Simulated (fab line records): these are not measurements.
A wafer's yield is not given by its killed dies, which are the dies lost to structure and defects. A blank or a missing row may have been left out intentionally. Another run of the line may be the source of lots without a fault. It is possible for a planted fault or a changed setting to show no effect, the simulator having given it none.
fab line records	flow n5_finfet
record: lots: 5	wafers: 14	last_day: 15
route steps=1938 shown BEOL_M4@1099 BEOL_M5@1112 BEOL_M6@1194 PASSIVATION@1936
lots that met no fault: taken from a fault-free run of the same line
start_h: hours from the record's first day to the start of the lot's first wafer shown	wait_h: hours since the lot's step before	" as in the row above	L1.1+2: a single row standing in for several wafers	- no value, or no start was given	* or withheld: withheld	< > ~ a bound
route shown NAME@n: NAME is a module with steps in the file, n the number in the route of the first one	usual: average and standard deviation across the fault-free wafers	same: alike in all rows	chamber/n: place in a boat	sites: per-site readings	_std_site: the standard deviation of these	_edge_site: the outer-site mean with the inner-site mean subtracted	radius_mm: how far each site lies from the wafer's centre	mask NAME#n: copy n	behind: the most recent tool/chamber to have shaped the wafer	hold: why the lot went on hold/how many hours it stayed there/how the hold came to an end	device: whichever transistor did not switch (one of n, p or np)	end of line: tests of these same wafers at the route's end	for a step that has no rows: nothing shown but its recipe	killed: not the wafer's yield, but the dies lost to structure and defects at the first sort	map: a wafer's dies, x killed, . not, _ none there
set.NAME: the setting that was run; set.NAME@STEP: the one run at that earlier step	model.NAME: the simulator's own value behind a step, which no gauge read
lots at selected steps of the route; one table per step, one row per wafer
services: the hour from which a tool's chamber was out of use, counted from the record's first day as start_h (under 0 if before that day), plus the number of hours and why
== steps ==
step: N5_BEOL_M4_ANNEAL_95
recipe: temp_c: 400	time_s: 240	ambient: vacuum
step: N5_BEOL_M4_SPUTTER_96
recipe: material: Cu	target_thk_a: 45	temp_c: -20	chamber_pressure_pa: 0.07	power_w: withheld	time_s: 8.29
step: N5_BEOL_M4_ECD_50
recipe: material: Cu	target_thk_a: 3000
step: N5_BEOL_M4_ANNEAL_51
recipe: temp_c: 225	time_s: 90	ambient: N2
step: N5_BEOL_M4_CMP_52
recipe: stop_on: SiOC	t_overpolish_s: 6.8	down_force_psi: 1	platen_rpm: 50	clearing_platen_down_force_psi: 1.5	clearing_platen_rpm: 50	post_cmp_clean: cu_alkaline	target_thk_nm: 40	clearing_platen_pad_velocity_m_s: 0.99484	pad_velocity_m_s: 0.99484
step: N5_BEOL_M4_PRE_CLEAN_60
recipe: gas: NH3/H2	time_s: 15	temp_c: *	rf_power_w: 300
step: N5_BEOL_M4_CO_CAP_55
recipe: material: Co	target_thk_a: 20	temp_c: 200	precursor: CCTBA/H2	pressure_torr: 30	time_s: 102.1
step: N5_BEOL_M4_PRE_CLEAN_56
recipe: gas: NH3	time_s: 15	temp_c: withheld	rf_power_w: 300
step: N5_BEOL_M4_DEP_57
recipe: material: SiCN	target_thk_a: 80	temp_c: withheld	precursor: 3MS/NH3	pressure_torr: 3	rf_w: 202	time_s: 14
step: N5_BEOL_M4_RC_MEAS_101
usual: DIBL_N: 36.0/1.9	DIBL_P: 35.6/2.4	IOFF_N: 0.16/0.036	IOFF_P: 0.21/0.04	ION_N: 673/14	ION_P: 460/8.9	SS_N: 71.5/0.67	SS_P: 73.2/0.73	VT_N: 249/3.6	VT_P: -250/3.7
lot.wafer	tool	chamber	start_h	wait_h	DIBL_N[mV/V]	DIBL_P[mV/V]	IOFF_N[nA/um]	IOFF_P[nA/um]	ION_N[uA/um]	ION_P[uA/um]	SS_N[mV/dec]	SS_P[mV/dec]	VT_N[mV]	VT_P[mV]
L984.1	prober-01	0	183.95	0.0	35.3	34.3	0.17	0.19	688	465	71.4	73.9	249	-250
L984.4	"	0	"	"	34.6	34.1	0.16	0.19	684	458	71.0	73.2	248	-251
L984.5	"	0	"	"	35.6	35.2	0.18	0.21	688	466	71.3	73.6	247	-249
L988.2	prober-01	0	211.48	0.2	33.6	33.0	0.13	0.20	657	463	71.4	72.7	251	-247
L988.5	"	0	"	"	33.0	32.6	0.12	0.19	669	461	70.4	72.3	250	-245
L988.6	"	0	"	"	38.2	37.4	0.21	0.27	678	460	72.5	73.6	244	-242
L989.2	prober-01	0	218.58	0.2	35.6	34.3	0.15	0.20	684	475	71.3	73.2	248	-247
L989.3	"	0	"	"	39.9	39.2	0.22	0.29	677	464	73.4	73.8	244	-245
L989.6	"	0	"	"	36.9	34.6	0.17	0.21	656	452	72.3	73.4	250	-250
L990.1	prober-01	0	221.62	0.0	36.1	36.6	0.17	0.21	684	473	71.1	73.4	249	-250
L990.4	"	0	"	"	34.8	32.8	0.13	0.15	640	442	71.3	72.5	253	-255
L990.5	"	0	"	"	34.0	33.2	0.13	0.17	673	471	70.6	72.1	253	-252
L997.1	prober-02	0	266.18	0.0	37.5	39.2	0.19	0.24	676	468	72.2	73.7	246	-247
L997.3	"	0	"	"	36.6	38.9	0.18	0.23	683	470	71.2	72.8	245	-247
step: N5_BEOL_M5_ILD_DEP_00
recipe: material: SiCOH_lowk	target_thk_a: 1406.4	temp_c: 300	precursor: DEMS/porogen	pressure_torr: 5	rf_w: 500	time_s: 25.9
step: N5_BEOL_M5_CURE_79
recipe: temp_c: 385	time_s: 240	ambient: He/Ar	material: SiCOH_lowk
step: N5_BEOL_M5_PECVD_70
recipe: material: SiO2	target_thk_a: 160	temp_c: 400	precursor: TEOS/O2	pressure_torr: 5.5	rf_w: 450	teos_flow_sccm: 53.8	gas: O2	flow_sccm: 3000	time_s: 18
step: N5_BEOL_M5_HM_DEP_02
recipe: material: TiN	target_thk_a: 200	temp_c: 25	chamber_pressure_pa: 0.49996
step: N5_BEOL_M5_COAT_59
recipe: resist: SOC	temp_c: 250	time_s: 60	spin_rpm: 1500	resist_thk_nm: 60
step: N5_BEOL_M5_COAT_60
recipe: resist: SiARC	temp_c: 220	time_s: 60	spin_rpm: 1500	resist_thk_nm: 12
step: N5_BEOL_M5_COAT_71
recipe: resist: underlayer	temp_c: 205	time_s: 60	spin_rpm: 1500	resist_thk_nm: 5
step: N5_BEOL_M5_COAT_05
recipe: resist: CAR-EUV	spin_rpm: 1500	resist_thk_nm: 30
step: N5_BEOL_M5_EBR_07
recipe: solvent: PGMEA	ebr_width_mm: 1.5
step: N5_BEOL_M5_SOFTBAKE_06
recipe: temp_c: 110	time_s: 60	resist: CAR-EUV
step: N5_BEOL_M5_EXPOSE_08
recipe: mask_id: M5	na: 0.33	source_shape: annular	sigma_inner: 0.4	sigma_outer: 0.8	polarization: unpolarized	target_cd_nm: 28	dose_mj: 35.75
step: N5_BEOL_M5_PEB_09
recipe: peb_temp_c: 100	peb_time_s: 60	resist: CAR-EUV
step: N5_BEOL_M5_DEVELOP_10
recipe: develop_time_s: 30	developer: TMAH	resist: CAR-EUV	rinse_liquid: surfactant_rinse	dry: air_spin	dev_temp_c: 23
step: N5_BEOL_M5_DESCUM_16
recipe: chemistry: O2	time_s: 7	source_power_w: 50	bias_power_w: 20	pressure_mtorr: 20	rf_frequency_hz: 2.712e+07	temp_c: 40	resist: CAR-EUV	o2_flow_sccm: 225
step: N5_BEOL_M5_ETCH_72
recipe: chemistry: N2/H2	target: underlayer	target_depth_a: 65	mask_material: CAR-EUV	time_s: 5.2	ion_energy_ev: 200	pressure_mtorr: 30	source_w: 840	bias_w: 150	n2_flow_sccm: 200	h2_flow_sccm: 200	ends: cleared
step: N5_BEOL_M5_ETCH_61
recipe: chemistry: CF4	target: SiARC	target_depth_a: 156	mask_material: CAR-EUV	time_s: 26	ion_energy_ev: 80	pressure_mtorr: 40	source_w: 545	bias_w: 36	Ar_flow_sccm: 100	cf4_flow_sccm: 100	ends: cleared
step: N5_BEOL_M5_ETCH_62
recipe: chemistry: N2/H2	target: SOC	target_depth_a: 750	overetch_a: 150	mask_material: SiARC	temp_c: 40	time_s: 112.5	ion_energy_ev: 200	pressure_mtorr: 30	source_w: 840	bias_w: 150	n2_flow_sccm: 200	h2_flow_sccm: 200
step: N5_BEOL_M5_STRIP_63
recipe: chemistry: N2/H2	temp_c: 40	n2_flow_sccm: 200	h2_flow_sccm: 200	rf_frequency_hz: 6e+07
step: N5_BEOL_M5_STRIP_73
recipe: chemistry: N2/H2	temp_c: 40	n2_flow_sccm: 200	h2_flow_sccm: 200	rf_frequency_hz: 6e+07
step: N5_BEOL_M5_STRIP_64
recipe: chemistry: CF4	resist: SiARC	power_w: 300	bias_power_w: 75	pressure_mtorr: 50	cf4_flow_sccm: 150	rf_frequency_hz: 6e+07
step: N5_BEOL_M5_HM_OPEN_17
recipe: chemistry: Cl2/BCl3	target_depth_a: 200	overetch_a: 60	target: TiN	mask_material: SOC	ion_energy_ev: 150	pressure_mtorr: 10	icp_w: 1000	bias_w: 126	Cl2_flow_sccm: 53.25	bcl3_flow_sccm: 21.75	Ar_flow_sccm: 25
step: N5_BEOL_M5_STRIP_19
recipe: chemistry: O2	power_w: 400	temp_c: 40	pressure_mtorr: 30	rf_frequency_hz: 6e+07	bias_power_w: 0	overash_fraction: 0.2	o2_flow_sccm: 225
step: N5_BEOL_M5_COAT_65
recipe: resist: SOC	temp_c: 250	time_s: 60	spin_rpm: 1500	resist_thk_nm: 60
step: N5_BEOL_M5_COAT_66
recipe: resist: SiARC	temp_c: 220	time_s: 60	spin_rpm: 1500	resist_thk_nm: 12
step: N5_BEOL_M6_ILD_DEP_00
recipe: material: SiCOH_lowk	target_thk_a: 1797.5	temp_c: 300	precursor: DEMS/porogen	pressure_torr: 5	rf_w: 500	time_s: 33.4
usual: chamber_pressure_Torr: 4.999/0.011	heater_power_outer_w: 131/30	heater_power_w: 303/45	showerhead_plenum_p_Torr: 5.738/0.012	showerhead_vpp_V: 1337/96	throttle_valve_pct: 14.2/0.48
lot.wafer	tool	chamber	start_h	wait_h	chamber_pressure_Torr	heater_power_outer_w	heater_power_w	showerhead_plenum_p_Torr	showerhead_vpp_V	since_wet_clean_h	throttle_valve_pct
L984.1	pecvd-01	0	196.17	0.0	4.993	117	285	5.732	1303	1263	15.1
L984.4	"	1	"	"	5.028	124	328	5.743	1275	-	14.3
L984.5	"	0	"	"	4.999	122	293	5.752	1302	-	14.9
L988.2	pecvd-04	0	228.27	0.0	-	-	-	-	-	-	-
L988.5	"	2	"	"	-	-	-	-	-	-	-
L988.6	"	1	"	"	-	-	-	-	-	-	-
L989.2	pecvd-01	1	231.97	0.0	-	-	-	-	-	-	-
L989.3	"	2	"	"	-	-	-	-	-	-	-
L989.6	"	1	"	"	-	-	-	-	-	-	-
L990.1	pecvd-01	1	236.00	0.0	-	-	-	-	-	-	-
L990.4	"	2	"	"	-	-	-	-	-	-	-
L990.5	"	1	"	"	-	-	-	-	-	-	-
L997.1	pecvd-04	1	278.27	0.0	4.987	164	334	5.744	1358	1707	13.7
L997.3	"	2	"	"	5.005	130	275	5.738	1495	227	14.4
step: N5_BEOL_M6_OCD_MEAS_38
usual: trench_depth_nm: 94.0/2.3
lot.wafer	tool	chamber	start_h	wait_h	trench_depth_nm
L984.1	ocd-02	-	202.07	-	95.0
L984.4	"	-	"	"	95.1
L984.5	"	-	"	"	89.3
L988.2	ocd-01	-	235.01	-	-
L988.5	"	-	"	"	-
L988.6	"	-	"	"	-
L989.2	ocd-01	-	237.12	-	-
L989.3	"	-	"	"	-
L989.6	"	-	"	"	-
L990.1	ocd-01	-	241.82	-	-
L990.4	"	-	"	"	-
L990.5	"	-	"	"	-
L997.1	ocd-01	-	281.72	-	94.3
L997.3	"	-	"	"	93.6
step: N5_PASSIVATION_PROBE_49
usual: defect_limited_yield: 91.2/1.4	killed_at_M0_to_M3: 32/9.3	killed_at_M4_up: 14/4.9	killed_at_contacts: 15/7.5	killed_at_front_end: 40/11	killed_at_other: 4/3.3	killed_dies: 104/17	killed_on_rim: 13/4.2	killed_open: 68/14	killed_short: 33/7.9	sort_bin_5_function: 5.2/0.99	sort_bin_6_memory: 3.2/0.65	sort_n_pass: 1076/17	sort_yield_pct: 91.1/1.5
same: gross_dies: 1180	killed_at_back_side: 0	sort_bin_4_leakage[%]: 0	sort_bin_8_speed[%]: 0
lot.wafer	tool	chamber	start_h	wait_h	defect_limited_yield[%]	killed_at_M0_to_M3	killed_at_M4_up	killed_at_contacts	killed_at_front_end	killed_at_other	killed_dies	killed_on_rim	killed_open	killed_short	sort_bin_5_function[%]	sort_bin_6_memory[%]	sort_n_pass	sort_yield_pct[%]
L984.1	prober-02	-	285.06	0.0	90.0	42	22	6	43	5	118	12	71	46	6.0	3.1	1062	90.0
L984.4	prober-02	-	285.21	0.2	91.4	35	12	10	42	2	101	12	65	36	4.6	3.5	1079	91.4
L984.5	prober-02	-	285.26	0.2	90.6	31	15	5	57	3	111	11	73	38	5.0	3.7	1069	90.6
L989.2	prober-02	-	312.20	0.1	0	10	1151	4	12	3	1180	152	16	13	74.2	2.5	0	0
L989.3	prober-02	-	312.25	0.1	0	9	1159	0	8	4	1180	152	12	12	72.2	2.6	0	0
L989.6	prober-02	-	312.40	0.3	0	7	1158	2	11	2	1180	152	17	7	70.6	3.6	0	0
L988.2	prober-01	-	316.57	0.1	0	6	1164	1	8	1	1180	152	12	6	73.6	2.9	0	0
L988.5	prober-01	-	316.72	0.2	0	4	1168	2	4	2	1180	152	5	9	71.6	2.5	0	0
L988.6	prober-01	-	316.77	0.3	0	8	1164	2	6	0	1180	152	9	8	72.7	2.4	0	0
L990.1	prober-02	-	319.79	0.0	0	8	1159	4	6	3	1180	152	18	7	71.2	3.7	0	0
L990.4	prober-02	-	319.94	0.2	0	8	1162	4	6	0	1180	152	15	5	71.2	3.6	0	0
L990.5	prober-02	-	319.99	0.2	0	12	1154	5	8	1	1180	152	17	10	70.4	3.6	0	0
killed by level:class
L984.1 FIN_SAQP:geometric_particle:short=12 BEOL_M2:geometric_particle:open=11 BEOL_M4:geometric_particle:open=11 FIN_SAQP:geometric_particle:open=7 BEOL_M0_SAQP:geometric_particle:short=7 ILD0:geometric_particle:open=6 BEOL_M1:geometric_particle:open=6 MOL_CONTACT_COAG:geometric_particle:open=5
L984.4 BEOL_M2:geometric_particle:open=13 FIN_SAQP:geometric_particle:short=12 FIN_SAQP:geometric_particle:open=7 STI_FIN_REVEAL:geometric_particle:open=7 MOL_CONTACT_COAG:geometric_particle:open=7 BEOL_M4:geometric_particle:open=6 BEOL_M0_SAQP:geometric_particle:short=5 ILD0:geometric_particle:short=4
L984.5 GATE_CUT:geometric_particle:open=11 FIN_SAQP:geometric_particle:short=10 BEOL_M2:geometric_particle:open=9 FIN_SAQP:geometric_particle:open=7 STARTING-WAFER:geometric_particle:short=6 BEOL_M0_SAQP:geometric_particle:open=5 BEOL_M3:geometric_particle:open=5 BEOL_M4:geometric_particle:open=5
L989.2 BEOL_M6:lost_pattern=1144 BEOL_M6:area_dep=6 BEOL_M2:geometric_particle:open=4 MOL_CONTACT_COAG:geometric_particle:open=4 FIN_SAQP:geometric_particle:open=3 GATE_CUT:geometric_particle:short=3 BEOL_M3:geometric_particle:short=3 FIN_SAQP:geometric_particle:short=2
L989.3 BEOL_M6:lost_pattern=1150 BEOL_M6:area_dep=6 FIN_SAQP:geometric_particle:short=3 GATE_CUT:geometric_particle:short=3 BEOL_M3:geometric_particle:open=3 BEOL_M0_SAQP:geometric_particle:short=2 BEOL_M0_SAQP:geometric_particle:open=2 PASS1_CAP:geometric_particle:short=2
L989.6 BEOL_M6:lost_pattern=1148 BEOL_M6:area_dep=8 DUMMY_GATE:geometric_particle:short=3 BEOL_M0_SAQP:geometric_particle:open=3 FIN_SAQP:geometric_particle:open=2 DUMMY_GATE:geometric_particle:open=2 SPACER0:geometric_particle:short=2 BEOL_M2:geometric_particle:open=2
L988.2 BEOL_M6:lost_pattern=1153 BEOL_M6:area_dep=8 FIN_SAQP:geometric_particle:short=3 BEOL_M1:geometric_particle:open=3 GATE_CUT:geometric_particle:open=2 FIN_SAQP:geometric_particle:open=1 STI_FIN_REVEAL:geometric_particle:open=1 MOL_CONTACT_COAG:geometric_particle:open=1
L988.5 BEOL_M6:lost_pattern=1160 BEOL_M6:area_dep=5 GATE_CUT:geometric_particle:short=2 MOL_CONTACT_COAG:geometric_particle:open=2 BEOL_M0_SAQP:geometric_particle:short=2 DUMMY_GATE:geometric_particle:open=1 SPACER0:geometric_particle:open=1 BEOL_M2:geometric_particle:open=1
L988.6 BEOL_M6:lost_pattern=1161 BEOL_M0_SAQP:geometric_particle:short=3 FIN_SAQP:geometric_particle:short=2 MOL_CONTACT_COAG:geometric_particle:open=2 BEOL_M0_SAQP:geometric_particle:open=2 BEOL_M6:area_dep=2 FIN_SAQP:geometric_particle:open=1 STI_FIN_REVEAL:geometric_particle:open=1
L990.1 BEOL_M6:lost_pattern=1153 MOL_CONTACT_COAG:geometric_particle:open=4 STI_FIN_REVEAL:geometric_particle:open=2 BEOL_M0_SAQP:geometric_particle:short=2 BEOL_M1:geometric_particle:open=2 BEOL_M3:geometric_particle:open=2 BEOL_M4:geometric_particle:open=2 STARTING-WAFER:geometric_particle:open=2
L990.4 BEOL_M6:lost_pattern=1159 GATE_CUT:geometric_particle:open=2 MOL_CONTACT_COAG:geometric_particle:open=2 MOL_CONTACT_COAG:geometric_particle:short=2 BEOL_M0_SAQP:geometric_particle:short=2 BEOL_M1:geometric_particle:open=2 BEOL_M3:geometric_particle:open=2 STI_FIN_REVEAL:geometric_particle:open=1
L990.5 BEOL_M6:lost_pattern=1148 BEOL_M3:geometric_particle:open=8 BEOL_M6:area_dep=5 MOL_CONTACT_COAG:geometric_particle:short=3 FIN_SAQP:geometric_particle:open=2 GATE_CUT:geometric_particle:short=2 MOL_CONTACT_COAG:geometric_particle:open=2 BEOL_M3:geometric_particle:short=2
map L988.2 (x killed, . not)
_________________xxxxxxxxxxxx________________
______________xxxxxxxxxxxxxxxxxx_____________
___________xxxxxxxxxxxxxxxxxxxxxxxx__________
__________xxxxxxxxxxxxxxxxxxxxxxxxxx_________
________xxxxxxxxxxxxxxxxxxxxxxxxxxxxxx_______
_______xxxxxxxxxxxxxxxxxxxxxxxxxxxxxxxx______
______xxxxxxxxxxxxxxxxxxxxxxxxxxxxxxxxxx_____
_____xxxxxxxxxxxxxxxxxxxxxxxxxxxxxxxxxxxx____
____xxxxxxxxxxxxxxxxxxxxxxxxxxxxxxxxxxxxxx___
___xxxxxxxxxxxxxxxxxxxxxxxxxxxxxxxxxxxxxxxx__
___xxxxxxxxxxxxxxxxxxxxxxxxxxxxxxxxxxxxxxxx__
__xxxxxxxxxxxxxxxxxxxxxxxxxxxxxxxxxxxxxxxxxx_
__xxxxxxxxxxxxxxxxxxxxxxxxxxxxxxxxxxxxxxxxxx_
_xxxxxxxxxxxxxxxxxxxxxxxxxxxxxxxxxxxxxxxxxxxx
_xxxxxxxxxxxxxxxxxxxxxxxxxxxxxxxxxxxxxxxxxxxx
_xxxxxxxxxxxxxxxxxxxxxxxxxxxxxxxxxxxxxxxxxxxx
_xxxxxxxxxxxxxxxxxxxxxxxxxxxxxxxxxxxxxxxxxxxx
_xxxxxxxxxxxxxxxxxxxxxxxxxxxxxxxxxxxxxxxxxxxx
_xxxxxxxxxxxxxxxxxxxxxxxxxxxxxxxxxxxxxxxxxxxx
_xxxxxxxxxxxxxxxxxxxxxxxxxxxxxxxxxxxxxxxxxxxx
_xxxxxxxxxxxxxxxxxxxxxxxxxxxxxxxxxxxxxxxxxxxx
__xxxxxxxxxxxxxxxxxxxxxxxxxxxxxxxxxxxxxxxxxx_
__xxxxxxxxxxxxxxxxxxxxxxxxxxxxxxxxxxxxxxxxxx_
___xxxxxxxxxxxxxxxxxxxxxxxxxxxxxxxxxxxxxxxx__
___xxxxxxxxxxxxxxxxxxxxxxxxxxxxxxxxxxxxxxxx__
____xxxxxxxxxxxxxxxxxxxxxxxxxxxxxxxxxxxxxx___
_____xxxxxxxxxxxxxxxxxxxxxxxxxxxxxxxxxxxx____
______xxxxxxxxxxxxxxxxxxxxxxxxxxxxxxxxxx_____
_______xxxxxxxxxxxxxxxxxxxxxxxxxxxxxxxx______
________xxxxxxxxxxxxxxxxxxxxxxxxxxxxxx_______
__________xxxxxxxxxxxxxxxxxxxxxxxxxx_________
___________xxxxxxxxxxxxxxxxxxxxxxxx__________
______________xxxxxxxxxxxxxxxxxx_____________
_________________xxxxxxxxxxxx________________
map L989.2 (x killed, . not)
_________________xxxxxxxxxxxx________________
______________xxxxxxxxxxxxxxxxxx_____________
___________xxxxxxxxxxxxxxxxxxxxxxxx__________
__________xxxxxxxxxxxxxxxxxxxxxxxxxx_________
________xxxxxxxxxxxxxxxxxxxxxxxxxxxxxx_______
_______xxxxxxxxxxxxxxxxxxxxxxxxxxxxxxxx______
______xxxxxxxxxxxxxxxxxxxxxxxxxxxxxxxxxx_____
_____xxxxxxxxxxxxxxxxxxxxxxxxxxxxxxxxxxxx____
____xxxxxxxxxxxxxxxxxxxxxxxxxxxxxxxxxxxxxx___
___xxxxxxxxxxxxxxxxxxxxxxxxxxxxxxxxxxxxxxxx__
___xxxxxxxxxxxxxxxxxxxxxxxxxxxxxxxxxxxxxxxx__
__xxxxxxxxxxxxxxxxxxxxxxxxxxxxxxxxxxxxxxxxxx_
__xxxxxxxxxxxxxxxxxxxxxxxxxxxxxxxxxxxxxxxxxx_
_xxxxxxxxxxxxxxxxxxxxxxxxxxxxxxxxxxxxxxxxxxxx
_xxxxxxxxxxxxxxxxxxxxxxxxxxxxxxxxxxxxxxxxxxxx
_xxxxxxxxxxxxxxxxxxxxxxxxxxxxxxxxxxxxxxxxxxxx
_xxxxxxxxxxxxxxxxxxxxxxxxxxxxxxxxxxxxxxxxxxxx
_xxxxxxxxxxxxxxxxxxxxxxxxxxxxxxxxxxxxxxxxxxxx
_xxxxxxxxxxxxxxxxxxxxxxxxxxxxxxxxxxxxxxxxxxxx
_xxxxxxxxxxxxxxxxxxxxxxxxxxxxxxxxxxxxxxxxxxxx
_xxxxxxxxxxxxxxxxxxxxxxxxxxxxxxxxxxxxxxxxxxxx
__xxxxxxxxxxxxxxxxxxxxxxxxxxxxxxxxxxxxxxxxxx_
__xxxxxxxxxxxxxxxxxxxxxxxxxxxxxxxxxxxxxxxxxx_
___xxxxxxxxxxxxxxxxxxxxxxxxxxxxxxxxxxxxxxxx__
___xxxxxxxxxxxxxxxxxxxxxxxxxxxxxxxxxxxxxxxx__
____xxxxxxxxxxxxxxxxxxxxxxxxxxxxxxxxxxxxxx___
_____xxxxxxxxxxxxxxxxxxxxxxxxxxxxxxxxxxxx____
______xxxxxxxxxxxxxxxxxxxxxxxxxxxxxxxxxx_____
_______xxxxxxxxxxxxxxxxxxxxxxxxxxxxxxxx______
________xxxxxxxxxxxxxxxxxxxxxxxxxxxxxx_______
__________xxxxxxxxxxxxxxxxxxxxxxxxxx_________
___________xxxxxxxxxxxxxxxxxxxxxxxx__________
______________xxxxxxxxxxxxxxxxxx_____________
_________________xxxxxxxxxxxx________________
== services ==
tool	chamber	start_h	hours	kind
pecvd-01	-	177.10	1.7	repair
pecvd-04	0	193.65	15.3	repair
pecvd-04	1	244.42	4.1	repair
pecvd-01	-	264.89	5.5	pm
pecvd-01	0	278.05	5.5	scheduled_down
== key ==
first_sign: step: N5_BEOL_M6_ILD_DEP_00	reading: tool_record	direction: missing
effect: step: N5_BEOL_M6_OCD_MEAS_38	reading: trench_depth_nm	direction: missing
effect: step: N5_PASSIVATION_PROBE_49	reading: killed_at_M4_up	direction: up	sigmas: 99+	usual: 14	struck: 1160
met_at N5_BEOL_M6_ILD_DEP_00
struck_wafers L988.2,L988.5,L988.6,L989.2,L989.3,L989.6,L990.1,L990.4,L990.5
later_rows_left_out L988.2,L988.5,L988.6,L989.2,L989.3,L989.6,L990.1,L990.4,L990.5
onset_between 196.17 228.27
fault: kind: skipped_step_whole	tool: pecvd-01,pecvd-04	chamber: -	onset_h: 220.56	steps: N5_BEOL_M6_ILD_DEP_00	scope: struck_lots_only
later_rows_left_out: the simulator's readings of these wafers behind a module that went badly wrong aren't trusted and aren't shown, but for the sort
